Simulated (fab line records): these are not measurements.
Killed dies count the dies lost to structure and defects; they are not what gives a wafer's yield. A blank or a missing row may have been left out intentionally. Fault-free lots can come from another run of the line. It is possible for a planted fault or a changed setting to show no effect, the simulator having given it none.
fab line records :: flow nandHarc :: part 2 of 2: steps 23 to 32 of 32
[record]
  lots = 5
  wafers = 15
  lastDay = 33
route steps=1302 shown A_CHANNEL_HOLE_D2@600 A_CHANNEL_FILL_D2@610
lots with no fault: from the same line, run without faults
startH: start of the lot's first displayed wafer, in hours after the record's first day :: waitH: how many hours have passed since the lot's step before this one :: " unchanged from the row above :: L1.1+2: several wafers, shown together as one row :: - no value, or no start given :: * or withheld: withheld :: < > ~ a bound
route shown NAME@n: a module of which the file shows steps, and the number in the route of the first :: usual: average and standard deviation across the fault-free wafers :: same: alike in all rows :: chamber/n: place in a boat :: sites: per-site readings :: _std_site: the standard deviation of these :: _edge_site: the outer-site mean with the inner-site mean subtracted :: radiusMm: how far each site lies from the wafer's centre :: mask NAME#n: copy n :: behind: the last tool/chamber to shape the wafer :: hold: why the lot was held/for how many hours/how that ended :: device: which transistor (n, p or np) failed to switch :: end of line: tests run on the same wafers once the route is complete :: a step without rows: its recipe alone :: killed: the dies lost at the first sort to structure and to defects; this is not the yield of the wafer :: map: per-die view of a wafer (x killed, . not killed, _ where there is no die)
set.NAME: the setting as run; set.NAME@STEP: as run at that earlier step :: model.NAME: the simulator's own value behind a step, which no gauge read
lots at selected steps of the route; one table per step, one row per wafer
services: the hour from which a tool's chamber was out of use, counted from the record's first day as startH (under 0 if before that day), plus the number of hours and why
[[steps]]
[step NHARC_A_CHANNEL_FILL_D2_PRECLEAN_21]
[recipe]
  timeS = 30
  chemistry = dHF
lot.wafer: L077.4+1+5
tool: wetBench-03
chamber: 1,3,5
startH: 347.51
waitH: -

lot.wafer: L083.5+6+4
tool: wetBench-07
chamber: 6,7,0
startH: 410.96
waitH: -

lot.wafer: L085.5+3+4
tool: wetBench-07
chamber: 1,2,4
startH: 426.82
waitH: -

lot.wafer: L089.6+1+4
tool: wetBench-05
chamber: 5,6,1
startH: 476.21
waitH: -

lot.wafer: L097.2+4+1
tool: wetBench-05
chamber: 2,4,5
startH: 558.11
waitH: -
[step NHARC_A_CHANNEL_FILL_D2_SRD_23]
lot.wafer: L077.4+1+5
tool: wetBench-03
chamber: 1,3,5
startH: 347.53
waitH: 0.0

lot.wafer: L083.5+6+4
tool: wetBench-07
chamber: 6,7,0
startH: 410.98
waitH: 0.0

lot.wafer: L085.5+3+4
tool: wetBench-07
chamber: 1,2,4
startH: 426.84
waitH: 0.0

lot.wafer: L089.6+1+4
tool: wetBench-05
chamber: 5,6,1
startH: 476.24
waitH: 0.0

lot.wafer: L097.2+4+1
tool: wetBench-05
chamber: 2,4,5
startH: 558.16
waitH: 0.0
[step NHARC_A_CHANNEL_FILL_D2_CVD_05]
[recipe]
  targetThkA = 50
  tempC = 550
  material = poly-Si
[usual]
  spikeTcTopC = 574.6/1
lot.wafer: L077.1
tool: lpcvdPoly-03
chamber: 0
startH: 349.97
waitH: 2.4
spikeTcTopC: 575.0

lot.wafer: L077.4
tool: lpcvdPoly-03
chamber: 0
startH: 349.97
waitH: 2.4
spikeTcTopC: 575.4

lot.wafer: L077.5
tool: lpcvdPoly-03
chamber: 0
startH: 349.97
waitH: 2.4
spikeTcTopC: 575.7

lot.wafer: L083.4
tool: lpcvdPoly-02
chamber: 0
startH: 413.25
waitH: 2.3
spikeTcTopC: 574.7

lot.wafer: L083.5
tool: lpcvdPoly-02
chamber: 0
startH: 413.25
waitH: 2.3
spikeTcTopC: 574.8

lot.wafer: L083.6
tool: lpcvdPoly-02
chamber: 0
startH: 413.25
waitH: 2.3
spikeTcTopC: 575.7

lot.wafer: L085.3
tool: lpcvdPoly-02
chamber: 0
startH: 429.11
waitH: 2.3
spikeTcTopC: 577.0

lot.wafer: L085.4
tool: lpcvdPoly-02
chamber: 0
startH: 429.11
waitH: 2.3
spikeTcTopC: 573.1

lot.wafer: L085.5
tool: lpcvdPoly-02
chamber: 0
startH: 429.11
waitH: 2.3
spikeTcTopC: 575.8

lot.wafer: L089.1
tool: lpcvdPoly-01
chamber: 0
startH: 478.58
waitH: 2.3
spikeTcTopC: 574.1

lot.wafer: L089.4
tool: lpcvdPoly-01
chamber: 0
startH: 478.58
waitH: 2.3
spikeTcTopC: 573.9

lot.wafer: L089.6
tool: lpcvdPoly-01
chamber: 0
startH: 478.58
waitH: 2.3
spikeTcTopC: 576.0

lot.wafer: L097.1
tool: lpcvdPoly-01
chamber: 0
startH: 560.71
waitH: 2.5
spikeTcTopC: 574.5

lot.wafer: L097.2
tool: lpcvdPoly-01
chamber: 0
startH: 560.71
waitH: 2.5
spikeTcTopC: 575.4

lot.wafer: L097.4
tool: lpcvdPoly-01
chamber: 0
startH: 560.71
waitH: 2.5
spikeTcTopC: 575.5
[step NHARC_A_CHANNEL_FILL_D2_ANNEAL_22]
[recipe]
  tempC = 620
  timeS = 7200
[usual]
  spikeTcTopC = 637.9/2.9
lot.wafer: L077.1
tool: furnace-08
chamber: 0
startH: 356.22
waitH: 4.4
spikeTcTopC: 637.4

lot.wafer: L077.4
tool: furnace-08
chamber: 0
startH: 356.22
waitH: 4.4
spikeTcTopC: 637.4

lot.wafer: L077.5
tool: furnace-08
chamber: 0
startH: 356.22
waitH: 4.4
spikeTcTopC: 640.3

lot.wafer: L083.4
tool: furnace-08
chamber: 0
startH: 418.49
waitH: 3.4
spikeTcTopC: 639.3

lot.wafer: L083.5
tool: furnace-08
chamber: 0
startH: 418.49
waitH: 3.4
spikeTcTopC: 636.7

lot.wafer: L083.6
tool: furnace-08
chamber: 0
startH: 418.49
waitH: 3.4
spikeTcTopC: 638.8

lot.wafer: L085.3
tool: furnace-05
chamber: 0
startH: 434.50
waitH: 3.5
spikeTcTopC: 633.3

lot.wafer: L085.4
tool: furnace-05
chamber: 0
startH: 434.50
waitH: 3.5
spikeTcTopC: 631.8

lot.wafer: L085.5
tool: furnace-05
chamber: 0
startH: 434.50
waitH: 3.5
spikeTcTopC: 634.8

lot.wafer: L089.1
tool: furnace-05
chamber: 0
startH: 484.39
waitH: 4.0
spikeTcTopC: 633.8

lot.wafer: L089.4
tool: furnace-05
chamber: 0
startH: 484.39
waitH: 4.0
spikeTcTopC: 634.3

lot.wafer: L089.6
tool: furnace-05
chamber: 0
startH: 484.39
waitH: 4.0
spikeTcTopC: 633.7

lot.wafer: L097.1
tool: furnace-05
chamber: 0
startH: 566.06
waitH: 3.5
spikeTcTopC: 632.5

lot.wafer: L097.2
tool: furnace-05
chamber: 0
startH: 566.06
waitH: 3.5
spikeTcTopC: 632.9

lot.wafer: L097.4
tool: furnace-05
chamber: 0
startH: 566.06
waitH: 3.5
spikeTcTopC: 635.0
[step NHARC_A_CHANNEL_FILL_D2_ALD_25]
[recipe]
  targetThkA = 600
  pulseTimeS = 10
  aldCycles = 600
  tempC = 300
  material = SiOx
[usual]
  heaterPowerW = 482/55
  precursorPulseHeightRel = 0.999/0.019
[same]
  pulseTimeS = 10
lot.wafer: L077.4
tool: aldHk-01
chamber: 0
startH: 360.86
waitH: 0.7
heaterPowerW: 434
precursorPulseHeightRel: 1.014

lot.wafer: L077.1
tool: aldHk-01
chamber: 1
startH: 360.86
waitH: 0.7
heaterPowerW: 514
precursorPulseHeightRel: 1.001

lot.wafer: L077.5
tool: aldHk-01
chamber: 3
startH: 362.68
waitH: 2.5
heaterPowerW: 504
precursorPulseHeightRel: 0.999

lot.wafer: L083.4
tool: aldHk-01
chamber: 1
startH: 423.76
waitH: 1.3
heaterPowerW: 504
precursorPulseHeightRel: 1.006

lot.wafer: L083.5
tool: aldHk-01
chamber: 3
startH: 424.97
waitH: 2.5
heaterPowerW: 516
precursorPulseHeightRel: 1.033

lot.wafer: L083.6
tool: aldHk-01
chamber: 0
startH: 424.97
waitH: 2.5
heaterPowerW: 440
precursorPulseHeightRel: 1.024

lot.wafer: L085.3
tool: aldHk-03
chamber: 2
startH: 439.20
waitH: 0.7
heaterPowerW: 544
precursorPulseHeightRel: 1.023

lot.wafer: L085.4
tool: aldHk-03
chamber: 0
startH: 440.44
waitH: 1.9
heaterPowerW: 436
precursorPulseHeightRel: 1.006

lot.wafer: L085.5
tool: aldHk-03
chamber: 1
startH: 440.44
waitH: 1.9
heaterPowerW: 494
precursorPulseHeightRel: 0.990

lot.wafer: L089.1
tool: aldHk-02
chamber: 2
startH: 489.02
waitH: 0.7
heaterPowerW: 389
precursorPulseHeightRel: 0.979

lot.wafer: L089.4
tool: aldHk-02
chamber: 0
startH: 490.27
waitH: 1.9
heaterPowerW: 579
precursorPulseHeightRel: 1.019

lot.wafer: L089.6
tool: aldHk-02
chamber: 2
startH: 491.52
waitH: 3.2
heaterPowerW: 378
precursorPulseHeightRel: 0.967

lot.wafer: L097.1
tool: aldHk-02
chamber: 2
startH: 570.74
waitH: 0.7
heaterPowerW: 403
precursorPulseHeightRel: 1.011

lot.wafer: L097.2
tool: aldHk-02
chamber: 3
startH: 570.74
waitH: 0.7
heaterPowerW: 432
precursorPulseHeightRel: 1.012

lot.wafer: L097.4
tool: aldHk-02
chamber: 0
startH: 570.74
waitH: 0.7
heaterPowerW: 567
precursorPulseHeightRel: 1.005
[step NHARC_A_CHANNEL_FILL_D2_ETCHBACK_08]
[recipe]
  targetDepthA = 2200
  timeS = 110
  c4f8FlowSccm = 20
  arFlowSccm = withheld
  rfW = 600
  biasW = 300
  chemistry = C4F8
[usual]
  oesProductAu = 0.97/0.035
  rfVppV = 440.1/2.7
lot.wafer: L077.4
tool: rieDiel-10
chamber: 0
startH: -
waitH: -
oesProductAu: 0.98
rfHoursCounterH: 4
rfVppV: 444.3

lot.wafer: L077.1
tool: rieDiel-10
chamber: 1
startH: -
waitH: -
oesProductAu: 1.00
rfHoursCounterH: 4
rfVppV: 443.6

lot.wafer: L077.5
tool: rieDiel-10
chamber: 0
startH: -
waitH: -
oesProductAu: 0.97
rfHoursCounterH: -
rfVppV: 443.5

lot.wafer: L083.4
tool: rieDiel-04
chamber: 0
startH: -
waitH: -
oesProductAu: 1.01
rfHoursCounterH: 10
rfVppV: 443.0

lot.wafer: L083.5
tool: rieDiel-04
chamber: 3
startH: -
waitH: -
oesProductAu: 0.99
rfHoursCounterH: -
rfVppV: 439.5

lot.wafer: L083.6
tool: rieDiel-04
chamber: 0
startH: -
waitH: -
oesProductAu: 1.00
rfHoursCounterH: -
rfVppV: 443.5

lot.wafer: L085.4
tool: rieDiel-12
chamber: 0
startH: -
waitH: -
oesProductAu: 1.00
rfHoursCounterH: 4
rfVppV: 438.2

lot.wafer: L085.3
tool: rieDiel-12
chamber: 1
startH: -
waitH: -
oesProductAu: 1.00
rfHoursCounterH: 4
rfVppV: 439.9

lot.wafer: L085.5
tool: rieDiel-12
chamber: 0
startH: -
waitH: -
oesProductAu: 0.99
rfHoursCounterH: -
rfVppV: 437.7

lot.wafer: L089.1
tool: rieDiel-10
chamber: 3
startH: -
waitH: -
oesProductAu: 0.99
rfHoursCounterH: 2
rfVppV: 438.3

lot.wafer: L089.6
tool: rieDiel-10
chamber: 2
startH: -
waitH: -
oesProductAu: 0.99
rfHoursCounterH: -
rfVppV: 442.4

lot.wafer: L089.4
tool: rieDiel-10
chamber: 3
startH: -
waitH: -
oesProductAu: 1.00
rfHoursCounterH: -
rfVppV: 436.6

lot.wafer: L097.4
tool: rieDiel-12
chamber: 1
startH: -
waitH: -
oesProductAu: 0.93
rfHoursCounterH: 3
rfVppV: 440.1

lot.wafer: L097.2
tool: rieDiel-12
chamber: 3
startH: -
waitH: -
oesProductAu: 0.92
rfHoursCounterH: 2
rfVppV: 442.0

lot.wafer: L097.1
tool: rieDiel-12
chamber: 0
startH: -
waitH: -
oesProductAu: 0.93
rfHoursCounterH: 3
rfVppV: 439.5
[step NHARC_A_CHANNEL_FILL_D2_STRIP_29]
[recipe]
  timeS = 20
  o2FlowSccm = 500
  arFlowSccm = 0
  biasW = 0
  chemistry = O2
[usual]
  drypumpMotorCurrentA = 5.66/0.29
  o2FlowSccm = 500.2/1.4
  oesProductAu = 1.000/0.0099
  rfVppV = 57.8/0.98
  showerheadPlenumPTorr = 3.49/0.14
  throttleValvePct = 17.036/0.0086
lot.wafer: L077.4
tool: rieDiel-10
chamber: 3
startH: -
waitH: -
drypumpMotorCurrentA: 5.58
o2FlowSccm: 499.5
oesProductAu: 1.005
rfHoursCounterH: 2
rfVppV: 58.4
showerheadPlenumPTorr: 3.37
throttleValvePct: 17.024

lot.wafer: L077.1
tool: rieDiel-10
chamber: 0
startH: -
waitH: -
drypumpMotorCurrentA: 5.72
o2FlowSccm: 499.7
oesProductAu: 0.980
rfHoursCounterH: 4
rfVppV: 57.3
showerheadPlenumPTorr: 3.73
throttleValvePct: 17.020

lot.wafer: L077.5
tool: rieDiel-10
chamber: 3
startH: -
waitH: -
drypumpMotorCurrentA: 5.55
o2FlowSccm: 497.1
oesProductAu: 1.013
rfHoursCounterH: -
rfVppV: 57.8
showerheadPlenumPTorr: 3.37
throttleValvePct: 17.036

lot.wafer: L083.4
tool: rieDiel-04
chamber: 0
startH: -
waitH: -
drypumpMotorCurrentA: 6.55
o2FlowSccm: 501.1
oesProductAu: 1.003
rfHoursCounterH: 10
rfVppV: 58.0
showerheadPlenumPTorr: 3.69
throttleValvePct: 17.047

lot.wafer: L083.5
tool: rieDiel-04
chamber: 2
startH: -
waitH: -
drypumpMotorCurrentA: 5.83
o2FlowSccm: 498.2
oesProductAu: 1.005
rfHoursCounterH: -
rfVppV: 57.1
showerheadPlenumPTorr: 3.31
throttleValvePct: 17.041

lot.wafer: L083.6
tool: rieDiel-04
chamber: 3
startH: -
waitH: -
drypumpMotorCurrentA: 5.67
o2FlowSccm: 500.6
oesProductAu: 0.988
rfHoursCounterH: -
rfVppV: 57.0
showerheadPlenumPTorr: 3.37
throttleValvePct: 17.032

lot.wafer: L085.4
tool: rieDiel-12
chamber: 3
startH: -
waitH: -
drypumpMotorCurrentA: 5.73
o2FlowSccm: 499.9
oesProductAu: 1.005
rfHoursCounterH: 3
rfVppV: 57.7
showerheadPlenumPTorr: 3.60
throttleValvePct: 17.039

lot.wafer: L085.3
tool: rieDiel-12
chamber: 0
startH: -
waitH: -
drypumpMotorCurrentA: 5.49
o2FlowSccm: 502.5
oesProductAu: 0.997
rfHoursCounterH: 4
rfVppV: 59.0
showerheadPlenumPTorr: 3.42
throttleValvePct: 17.026

lot.wafer: L085.5
tool: rieDiel-12
chamber: 1
startH: -
waitH: -
drypumpMotorCurrentA: 5.69
o2FlowSccm: 500.6
oesProductAu: 0.989
rfHoursCounterH: -
rfVppV: 58.9
showerheadPlenumPTorr: 3.47
throttleValvePct: 17.047

lot.wafer: L089.1
tool: rieDiel-10
chamber: 3
startH: 494.18
waitH: 0.1
drypumpMotorCurrentA: 5.59
o2FlowSccm: 501.3
oesProductAu: 0.995
rfHoursCounterH: 2
rfVppV: 57.2
showerheadPlenumPTorr: 3.36
throttleValvePct: 17.037

lot.wafer: L089.6
tool: rieDiel-10
chamber: 1
startH: 494.18
waitH: 0.1
drypumpMotorCurrentA: 5.55
o2FlowSccm: 499.8
oesProductAu: 1.003
rfHoursCounterH: -
rfVppV: 58.1
showerheadPlenumPTorr: 3.74
throttleValvePct: 17.040

lot.wafer: L089.4
tool: rieDiel-10
chamber: 2
startH: 494.18
waitH: 0.1
drypumpMotorCurrentA: 4.99
o2FlowSccm: 501.2
oesProductAu: 0.986
rfHoursCounterH: -
rfVppV: 59.6
showerheadPlenumPTorr: 3.56
throttleValvePct: 17.044

lot.wafer: L097.1
tool: rieDiel-12
chamber: 0
startH: -
waitH: -
drypumpMotorCurrentA: 5.49
o2FlowSccm: 499.9
oesProductAu: 0.995
rfHoursCounterH: 3
rfVppV: 58.2
showerheadPlenumPTorr: 3.42
throttleValvePct: 17.038

lot.wafer: L097.4
tool: rieDiel-12
chamber: 1
startH: -
waitH: -
drypumpMotorCurrentA: 5.66
o2FlowSccm: 499.6
oesProductAu: 1.023
rfHoursCounterH: 3
rfVppV: 59.8
showerheadPlenumPTorr: 3.47
throttleValvePct: 17.028

lot.wafer: L097.2
tool: rieDiel-12
chamber: 3
startH: -
waitH: -
drypumpMotorCurrentA: 5.73
o2FlowSccm: 496.8
oesProductAu: 0.997
rfHoursCounterH: 2
rfVppV: 58.3
showerheadPlenumPTorr: 3.60
throttleValvePct: 17.036
[step NHARC_A_CHANNEL_FILL_D2_PRECLEAN_30]
[recipe]
  timeS = 30
  chemistry = dHF
lot.wafer: L077.5+1+4
tool: wetBench-07
chamber: 1,2,4
startH: 366.00
waitH: -

lot.wafer: L083.6+5+4
tool: wetBench-05
chamber: 7,1,2
startH: 428.29
waitH: -

lot.wafer: L085.3+5+4
tool: wetBench-03
chamber: 4,6,7
startH: 444.39
waitH: -

lot.wafer: L089.4+1+6
tool: wetBench-03
chamber: 5,7,1
startH: 494.28
waitH: -

lot.wafer: L097.2+1+4
tool: wetBench-07
chamber: 7,1,2
startH: 575.95
waitH: -
[step NHARC_A_CHANNEL_FILL_D2_SRD_31]
lot.wafer: L077.5+1+4
tool: wetBench-07
chamber: 1,2,4
startH: 366.03
waitH: 0.0

lot.wafer: L083.6+5+4
tool: wetBench-05
chamber: 7,1,2
startH: 428.31
waitH: 0.0

lot.wafer: L085.3+5+4
tool: wetBench-03
chamber: 4,6,7
startH: 444.41
waitH: 0.0

lot.wafer: L089.4+1+6
tool: wetBench-03
chamber: 5,7,1
startH: 494.31
waitH: 0.0

lot.wafer: L097.2+1+4
tool: wetBench-07
chamber: 7,1,2
startH: 575.98
waitH: 0.0
[step NHARC_A_CHANNEL_FILL_D2_CVD_09]
[recipe]
  targetThkA = 1500
  tempC = 620
  pressureMtorr = 200
  timeS = 3000
  material = poly-Si
[usual]
  spikeTcTopC = 641.7/0.98
lot.wafer: L077.1
tool: lpcvdPoly-01
chamber: 0
startH: 368.37
waitH: 2.3
spikeTcTopC: 642.5

lot.wafer: L077.4
tool: lpcvdPoly-01
chamber: 0
startH: 368.37
waitH: 2.3
spikeTcTopC: 640.0

lot.wafer: L077.5
tool: lpcvdPoly-01
chamber: 0
startH: 368.37
waitH: 2.3
spikeTcTopC: 642.2

lot.wafer: L083.4
tool: lpcvdPoly-03
chamber: 0
startH: 430.74
waitH: 2.4
spikeTcTopC: 643.1

lot.wafer: L083.5
tool: lpcvdPoly-03
chamber: 0
startH: 430.74
waitH: 2.4
spikeTcTopC: 644.3

lot.wafer: L083.6
tool: lpcvdPoly-03
chamber: 0
startH: 430.74
waitH: 2.4
spikeTcTopC: 643.2

lot.wafer: L085.3
tool: lpcvdPoly-01
chamber: 0
startH: 446.68
waitH: 2.3
spikeTcTopC: 640.7

lot.wafer: L085.4
tool: lpcvdPoly-01
chamber: 0
startH: 446.68
waitH: 2.3
spikeTcTopC: 642.2

lot.wafer: L085.5
tool: lpcvdPoly-01
chamber: 0
startH: 446.68
waitH: 2.3
spikeTcTopC: 641.8

lot.wafer: L089.1
tool: lpcvdPoly-03
chamber: 0
startH: 496.74
waitH: 2.4
spikeTcTopC: 641.3

lot.wafer: L089.4
tool: lpcvdPoly-03
chamber: 0
startH: 496.74
waitH: 2.4
spikeTcTopC: 643.0

lot.wafer: L089.6
tool: lpcvdPoly-03
chamber: 0
startH: 496.74
waitH: 2.4
spikeTcTopC: 640.9

lot.wafer: L097.1
tool: lpcvdPoly-03
chamber: 0
startH: 578.41
waitH: 2.4
spikeTcTopC: 640.8

lot.wafer: L097.2
tool: lpcvdPoly-03
chamber: 0
startH: 578.41
waitH: 2.4
spikeTcTopC: 643.2

lot.wafer: L097.4
tool: lpcvdPoly-03
chamber: 0
startH: 578.41
waitH: 2.4
spikeTcTopC: 642.5
[[services]]
tool: rieDiel-10
chamber: 3
startH: 305.16
hours: 6.3
kind: repair

tool: rieDiel-08
chamber: -
startH: 328.04
hours: 0.8
kind: repair

tool: wetBench-07
chamber: -
startH: 336.00
hours: 8.0
kind: pm

tool: aldHk-02
chamber: -
startH: 349.62
hours: 10.0
kind: pm

tool: rieDiel-08
chamber: 1
startH: 350.06
hours: 6.4
kind: repair

tool: rieDiel-10
chamber: -
startH: 358.49
hours: 0.1
kind: repair

tool: rieDiel-10
chamber: -
startH: 367.48
hours: 1.1
kind: repair

tool: rieDiel-08
chamber: -
startH: 368.24
hours: 9.0
kind: pm

tool: wetBench-06
chamber: -
startH: 369.60
hours: 8.0
kind: pm

tool: rieDiel-12
chamber: 3
startH: 374.37
hours: 14.6
kind: repair

tool: rieDiel-10
chamber: 2
startH: 375.08
hours: 6.2
kind: repair

tool: wetBench-05
chamber: -
startH: 376.16
hours: 2.1
kind: repair

tool: wetBench-03
chamber: -
startH: 386.41
hours: 8.0
kind: pm

tool: rieDiel-12
chamber: 3
startH: 401.67
hours: 8.2
kind: repair

tool: lpcvdPoly-01
chamber: -
startH: 428.92
hours: 4.1
kind: repair

tool: rieDiel-12
chamber: -
startH: 445.40
hours: 9.0
kind: pm

tool: rieDiel-08
chamber: 1
startH: 457.69
hours: 7.4
kind: repair

tool: wetBench-07
chamber: -
startH: 512.00
hours: 8.0
kind: pm

tool: rieDiel-08
chamber: -
startH: 527.47
hours: 18.9
kind: repair

tool: aldHk-02
chamber: -
startH: 527.62
hours: 10.0
kind: pm

tool: rieDiel-12
chamber: 3
startH: 536.99
hours: 7.4
kind: repair

tool: rieDiel-08
chamber: -
startH: 546.40
hours: 9.0
kind: pm

tool: wetBench-03
chamber: -
startH: 562.41
hours: 8.0
kind: pm

tool: lpcvdPoly-01
chamber: -
startH: 567.72
hours: 26.0
kind: pm
